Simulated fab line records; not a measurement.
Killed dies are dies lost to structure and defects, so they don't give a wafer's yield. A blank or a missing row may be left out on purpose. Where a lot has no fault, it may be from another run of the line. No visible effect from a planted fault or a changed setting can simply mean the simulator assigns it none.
fab line records | flow nand-harc
[record] lots = 12 wafers = 36 last-day = 33
route steps=1302 shown A_M1@1192 THIN_TSV@1262 END@1302
lots untouched by any fault: they come from a run of this same line in which no faults occurred
start-h: hours from the record's first day to the start of the lot's first wafer shown | wait-h: time in hours since the lot's previous step | " repeats the value in the row above | L1.1+2: a single row standing in for several wafers | - no value present, or no start provided | * or withheld: withheld | < > ~ a bound
route shown NAME@n: names a module that has steps shown in the file, with the first one's number in the route | usual: average and standard deviation across the fault-free wafers | same: alike in all rows | chamber/n: place in a boat | sites: per-site readings | _std_site: their standard deviation | _edge_site: inner sites' mean taken away from outer sites' mean | radius-mm: how far each site lies from the wafer's centre | mask NAME#n: copy n | behind: the tool/chamber that last shaped the wafer | hold: why the lot was held/for how many hours/how that ended | device: transistor that didn't switch, given as n, p or np | end of line: at the end of the route, the tests of the same wafers | where a step has no rows: the recipe by itself | killed: count of dies lost to structure and defects at first sort (not the wafer's yield) | map: shows each die of a wafer: x if killed, . if not, _ if none is there
set.NAME: the run value of the setting; set.NAME@STEP: its run value at that earlier step | model.NAME: the simulator's own value behind a step, which no gauge read
the route's steps for a sample of lots (tables are steps, rows are wafers)
services: the hour from which a tool's chamber was out of use, counted from the record's first day as start-h (under 0 if before that day), plus the number of hours and why
[[steps]]
[step NHARC_A_M1_PVD_21]
[recipe] target-thk-a = 300 chamber-pressure-pa = 5 power-w = 5000 substrate-temp-c = 30 time-s = 20.49 material = Cu
[usual] throttle-valve-pct = 29.8/1.2
// columns lot.wafer tool chamber start-h wait-h throttle-valve-pct
L336.2 pvd-sputter-02 - 544.77 - 29.9
L336.3 " - " " 29.7
L336.5 " - " " 30.0
L338.4 pvd-sputter-01 - 556.21 - 29.9
L338.3 " - " " 30.6
L338.5 " - " " 29.9
L340.4 pvd-sputter-01 - 598.06 - 30.3
L340.1 " - " " 30.6
L340.6 " - " " 29.9
L342.1 pvd-sputter-02 - 602.39 - 29.7
L342.3 " - " " 30.0
L342.2 " - " " 31.4
L341.2 pvd-sputter-03 - 604.37 - 31.9
L341.4 " - " " 28.1
L341.6 " - " " 28.0
L343.1 pvd-sputter-01 - 606.19 - 31.0
L343.3 " - " " 30.2
L343.6 " - " " 30.2
L347.2 pvd-sputter-03 - 625.62 - 31.9
L347.1 " - " " 28.1
L347.5 " - " " 28.8
L344.4 pvd-sputter-01 - 629.17 - 30.7
L344.3 " - " " 31.0
L344.5 " - " " 30.7
L348.4 pvd-sputter-01 - 647.37 - 30.6
L348.6 " - " " 30.6
L348.5 " - " " 30.3
L353.1 pvd-sputter-03 - 721.49 - 31.8
L353.6 " - " " 28.7
L353.5 " - " " 28.6
L354.1 pvd-sputter-02 - 730.70 - 30.1
L354.2 " - " " 31.0
L354.5 " - " " 29.8
L355.2 pvd-sputter-03 - 738.38 - 28.6
L355.1 " - " " 28.3
L355.5 " - " " 28.7
[step NHARC_THIN_TSV_ETCH_44]
[recipe] target-depth-a = 15942 time-s = 797.1 cf4-flow-sccm = 150 o2-flow-sccm = 10 ar-flow-sccm = 0 rf-w = 300 bias-w = 800 chemistry = CF4/O2
[usual] drypump-motor-current-A = 5.4/0.44 oes-product-au = 1.002/0.0097 rf-fwd-power-W = 299.8/0.93 rf-vpp-V = 797/4.9 showerhead-plenum-p-Torr = 1.87/0.078 throttle-valve-pct = 16.915/0.0081
// columns lot.wafer tool chamber start-h wait-h drypump-motor-current-A oes-product-au rf-fwd-power-W rf-hours-counter-h rf-vpp-V showerhead-plenum-p-Torr throttle-valve-pct
L336.2 rie-diel-02 3 562.69 0.2 5.1 1.001 298.5 12 799 1.90 16.915
L336.3 " 0 " " 5.8 0.999 299.2 11 801 1.96 16.906
L336.5 " 2 " " 5.2 1.022 299.2 - 796 1.87 16.905
L338.4 rie-diel-03 3 575.71 0.1 4.9 0.994 302.0 6 795 1.85 16.918
L338.3 " 1 " " 5.1 1.001 299.6 7 791 1.79 16.922
L338.5 " 3 " " 5.0 0.993 301.0 - 794 1.85 16.917
L340.4 rie-diel-02 0 617.95 0.1 5.8 1.014 300.5 4 802 1.96 16.919
L340.1 " 1 " " 5.1 1.029 299.3 2 786 1.71 16.910
L340.6 " 0 " " 5.8 1.009 301.2 - 801 1.96 16.900
L342.3 rie-diel-03 3 619.16 0.1 4.9 0.997 300.5 8 796 1.85 16.911
L342.2 " 0 " " 5.1 1.009 300.2 9 800 1.92 16.929
L342.1 " 1 " " 5.1 1.011 299.2 8 792 1.79 16.909
L341.2 rie-diel-03 0 625.93 0.2 5.1 0.999 300.3 9 802 1.92 16.902
L341.4 " 2 " " 5.1 1.007 298.0 - 802 1.94 16.924
L341.6 " 3 " " 4.9 0.988 301.2 - 795 1.85 16.902
L343.3 rie-diel-02 1 626.88 0.1 5.1 1.009 298.7 3 787 1.71 16.910
L343.1 " 3 " " 5.1 1.006 300.4 5 799 1.90 16.933
L343.6 " 1 " " 5.1 1.018 298.3 - 787 1.71 16.915
L347.1 rie-diel-12 1 647.03 0.2 6.3 0.987 300.2 1 800 1.94 16.914
L347.2 " 2 " " 5.7 0.976 299.7 1 792 1.77 16.915
L347.5 " 3 " " 5.0 0.992 300.3 - 799 1.92 16.917
L344.5 rie-diel-03 3 648.57 0.3 4.9 0.999 298.5 - 796 1.85 16.914
L348.5 rie-diel-02 1 683.93 0.3 5.1 1.003 300.8 - 787 1.71 16.917
L348.6 " 2 " " 5.2 1.000 301.6 - 798 1.87 16.922
L353.1 rie-diel-03 2 746.99 0.1 5.1 1.007 300.4 5 800 1.94 16.923
L353.6 " 1 " " 5.1 1.008 300.4 - 792 1.78 16.910
L353.5 " 2 " " 5.2 1.003 300.9 - 801 1.94 16.917
L354.1 rie-diel-12 3 756.76 0.1 5.0 0.993 299.7 7 800 1.92 16.925
L354.2 " 0 " " 6.0 0.987 300.8 5 799 1.89 16.909
L354.5 " 3 " " 5.0 0.997 300.2 - 800 1.92 16.914
L355.2 rie-diel-02 2 759.25 0.2 5.2 1.001 300.2 1 796 1.87 16.904
L355.1 " 3 " " 5.1 0.997 299.3 0 798 1.90 16.914
L355.5 " 1 " " 5.1 1.015 300.7 - 787 1.71 16.905
[step NHARC_THIN_TSV_DEP_47]
[recipe] target-thk-a = 2000 temp-c = withheld pressure-torr = 6.5 rf-w = 900 teos-flow-sccm = 161.4 flow-sccm = 2650 target-thk-nm = 200 gas = O2 material = SiO2
[usual] rf-fwd-power-W = 898/3 throttle-valve-pct = 16.2/0.65
// columns lot.wafer tool chamber start-h wait-h rf-fwd-power-W throttle-valve-pct
L336.3 pecvd-03 0 564.16 - 898 15.0
L336.2 " 2 " " 900 16.8
L336.5 " 1 " " 901 16.9
L338.3 pecvd-04 0 577.34 - 891 16.3
L338.4 " 2 " " 902 16.1
L338.5 " 1 " " 897 15.6
L340.1 pecvd-03 1 619.54 - 895 16.8
L340.6 " 2 " " 896 16.8
L340.4 " 0 " " 900 15.3
L342.2 pecvd-03 0 620.76 - 889 15.2
L342.3 " 1 " " 900 16.8
L342.1 " 2 " " 904 16.7
L341.2 pecvd-03 1 627.52 - 900 16.6
L341.6 " 0 " " 901 15.2
L341.4 " 2 " " 896 17.0
L343.3 pecvd-01 0 628.45 - 897 16.1
L343.1 " 1 " " 902 15.9
L343.6 " 2 " " 893 16.6
L347.2 pecvd-04 0 648.65 - 896 16.6
L347.1 " 1 " " 896 15.0
L347.5 " 1 " " 901 15.3
L344.5 pecvd-03 2 650.00 - 900 16.9
L348.5 pecvd-04 2 685.42 - 898 16.0
L348.6 " 1 " " 896 15.4
L353.1 pecvd-03 1 748.56 - 894 16.8
L353.6 " 0 " " 899 15.5
L353.5 " 1 " " 894 16.3
L354.2 pecvd-04 0 758.35 - 896 16.4
L354.1 " 1 " " 900 15.4
L354.5 " 2 " " 904 16.4
L355.1 pecvd-04 0 760.73 - 897 16.4
L355.2 " 2 " " 902 16.6
L355.5 " 0 " " 894 16.5
[step NHARC_THIN_TSV_PVD_19]
[recipe] target-thk-a = 200 chamber-pressure-pa = 5 material = TaN
[usual] throttle-valve-pct = 30.0/1.1
// columns lot.wafer tool chamber start-h wait-h throttle-valve-pct
L336.2 pvd-sputter-03 - - - 29.0
L336.3 " - " " 28.2
L336.5 " - " " 32.1
L338.4 pvd-sputter-01 - - - 29.7
L338.3 " - " " 30.5
L338.5 " - " " 29.5
L340.4 pvd-sputter-02 - - - 29.5
L340.1 " - " " 31.4
L340.6 " - " " 30.0
L342.2 pvd-sputter-02 - - - 29.6
L342.1 " - " " 31.5
L342.3 " - " " 29.6
L341.2 pvd-sputter-03 - - - 31.9
L341.4 " - " " 29.1
L341.6 " - " " 32.1
L343.1 pvd-sputter-03 - - - 28.0
L343.3 " - " " 32.0
L343.6 " - " " 27.9
L347.2 pvd-sputter-01 - - - 29.9
L347.1 " - " " 31.0
L347.5 " - " " 30.6
L344.5 pvd-sputter-03 - - - 27.9
L348.6 pvd-sputter-01 - - - 30.4
L348.5 " - " " 30.1
L353.1 pvd-sputter-02 - - - 29.7
L353.6 " - " " 30.8
L353.5 " - " " 31.0
L354.2 pvd-sputter-03 - - - 31.8
L354.1 " - " " 28.4
L354.5 " - " " 28.4
L355.1 pvd-sputter-03 - - - 28.7
L355.2 " - " " 28.6
L355.5 " - " " 28.4
[step NHARC_END_SORT_01]
[recipe] temp-c = 25
[usual] defect-limited-yield = 91.6/2.8 killed-at-array = 53/19 killed-at-other = 0.8/1.2 killed-at-periphery = 3.7/2.3 killed-dies = 57/19 killed-open = 3.2/1.7 killed-short = 2.6/1.8 sort_bin_2_pct = 3.0/1.2 sort_bin_3_pct = 0.7/0.4 sort_bin_4_pct = 4.8/1.5 sort-n-pass = 620/19 sort-rim-yield-pct = 90/4.8 sort-yield-pct = 91.6/2.8
[same] gross-dies = 677 sort_bin_5_pct[%] = 0 sort_bin_6_pct[%] = 0 sort_bin_7_pct[%] = 0 sort_bin_8_pct[%] = 0 sort-rim-n-gross = 106.00
// columns lot.wafer tool chamber start-h wait-h defect-limited-yield[%] killed-at-array killed-at-other killed-at-periphery killed-dies killed-open killed-short sort_bin_2_pct[%] sort_bin_3_pct[%] sort_bin_4_pct[%] sort-n-pass sort-rim-yield-pct[%] sort-yield-pct[%]
L344.3 prober-01 0 663.79 3.1 0 675 0 2 677 4 1 94.2 0.7 5.0 0 0 0
L344.4 prober-01 0 664.60 3.4 0 674 1 2 677 4 1 95.9 0.3 3.8 0 0 0
L344.5 prober-01 0 665.41 3.7 92.6 43 2 5 50 6 2 2.7 1.2 3.5 627 84 92.6
L348.4 prober-01 0 700.87 3.4 0 669 2 6 677 4 2 94.4 0.1 5.5 0 0 0
L348.5 prober-01 0 701.67 3.7 93.6 40 1 2 43 2 3 2.4 0.4 3.5 634 90 93.6
L348.6 prober-01 0 702.48 4.0 91.7 53 0 3 56 4 3 2.2 0.6 5.5 621 89 91.7
// killed by level:class
L344.3 A_M1:area-pvd=622 A_CHANNEL_HOLE_D1:chamber-film-flake=30 A_CHANNEL_HOLE_D2:chamber-film-flake=9 A_DECK1_JOINT:chamber-film-flake=4 A_CONTACT:chamber-film-flake=4 A_SLIT:chamber-film-flake=2 P_M0:geometric-particle:open=1 P_M2:geometric-particle:open=1
L344.4 A_M1:area-pvd=630 A_CHANNEL_HOLE_D2:chamber-film-flake=17 A_CHANNEL_HOLE_D1:chamber-film-flake=15 A_DECK1_JOINT:chamber-film-flake=2 A_WL_FILL:chamber-film-flake=2 A_CONTACT:chamber-film-flake=2 A_CHANNEL_FILL_D1:geometric-particle:open=1 A_CHANNEL_HOLE_D2:geometric-particle:open=1
L344.5 A_CHANNEL_HOLE_D1:chamber-film-flake=21 A_CHANNEL_HOLE_D2:chamber-film-flake=16 P_CONTACT:geometric-particle:open=3 THIN_TSV:chamber-film-flake=2 P_CONTACT:geometric-particle:short=1 A_CHANNEL_FILL_D1:geometric-particle:short=1 A_DECK1_JOINT:geometric-particle:open=1 A_CHANNEL_FILL_D2:geometric-particle:open=1
L348.4 A_M1:area-pvd=621 A_CHANNEL_HOLE_D1:chamber-film-flake=30 A_CHANNEL_HOLE_D2:chamber-film-flake=9 A_DECK1_JOINT:geometric-particle:open=2 P_ZERO_WELL:chamber-film-flake=2 A_DECK1_JOINT:chamber-film-flake=2 A_STAIRCASE:chamber-film-flake=2 THIN_TSV:chamber-film-flake=2
L348.5 A_CHANNEL_HOLE_D1:chamber-film-flake=18 A_CHANNEL_HOLE_D2:chamber-film-flake=13 A_STAIRCASE:chamber-film-flake=2 P_GATE:geometric-particle:open=1 A_SOURCE_PLATE:geometric-particle:short=1 A_ONON_D1:geometric-particle:open=1 A_DECK1_JOINT:geometric-particle:short=1 A_CHANNEL_FILL_D2:geometric-particle:short=1
L348.6 A_CHANNEL_HOLE_D1:chamber-film-flake=28 A_CHANNEL_HOLE_D2:chamber-film-flake=11 A_SLIT:chamber-film-flake=3 A_CHANNEL_HOLE_D1:geometric-particle:short=2 A_CONTACT:geometric-particle:open=2 A_STAIRCASE:chamber-film-flake=2 P_M0:geometric-particle:open=1 A_ONON_D2:geometric-particle:short=1
[[services]]
// columns tool chamber start-h hours kind
pvd-sputter-03 - 526.18 10.0 pm
pecvd-03 - 547.06 13.0 pm
pvd-sputter-02 - 559.35 4.8 repair
rie-diel-03 3 559.59 2.6 repair
rie-diel-02 - 570.91 9.0 pm
pvd-sputter-01 - 582.00 10.0 pm
rie-diel-02 1 582.83 12.4 repair
pvd-sputter-01 - 599.31 5.2 repair
pvd-sputter-03 - 622.75 2.2 repair
rie-diel-03 1 623.99 6.2 repair
pecvd-04 - 631.56 13.0 pm
rie-diel-02 0 632.90 13.4 repair
pvd-sputter-02 - 638.00 10.0 pm
rie-diel-02 - 644.17 0.5 repair
pecvd-03 0 666.12 6.9 repair
pvd-sputter-03 - 670.08 3.7 repair
pecvd-04 0 695.69 7.0 repair
pvd-sputter-03 - 704.18 10.0 pm
pecvd-04 1 708.08 9.5 repair
pecvd-03 - 728.06 13.0 pm
pvd-sputter-01 - 733.25 1.5 repair
rie-diel-02 - 747.91 9.0 pm
pecvd-04 - 752.77 0.8 repair
pvd-sputter-01 - 760.00 10.0 pm
[[key]]
[first-sign] step = NHARC_END_SORT_01 reading = sort_bin_2_pct direction = up sigmas = 75 usual = 3.0 struck = 94.8
[effect] step = NHARC_END_SORT_01 reading = defect-limited-yield direction = down sigmas = 32 usual = 91.6 struck = 0
[more-kills-born-at] NHARC_A_M1_PVD_21@pvd-sputter-01 = 1873
met-at NHARC_A_M1_PVD_21
struck-lots L344,L348
struck-wafers L344.3,L344.4,L348.4
later-rows-left-out L344.3,L344.4,L348.4
not-acting-at NHARC_THIN_TSV_ETCH_44,NHARC_THIN_TSV_DEP_47,NHARC_THIN_TSV_PVD_19
onset-between 606.19 629.17
[fault] kind = process-parameter-drift tool = pvd-sputter-01 chamber = - onset-h = 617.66 steps = NHARC_A_M1_PVD_21 channel = target-thk-a offset = * shape = step end-h = 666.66 scope = struck-wafers-only acts-in = * stated = *
// later-rows-left-out: the simulator's readings of these wafers behind a module that went badly wrong aren't trusted and aren't shown, but for the sort
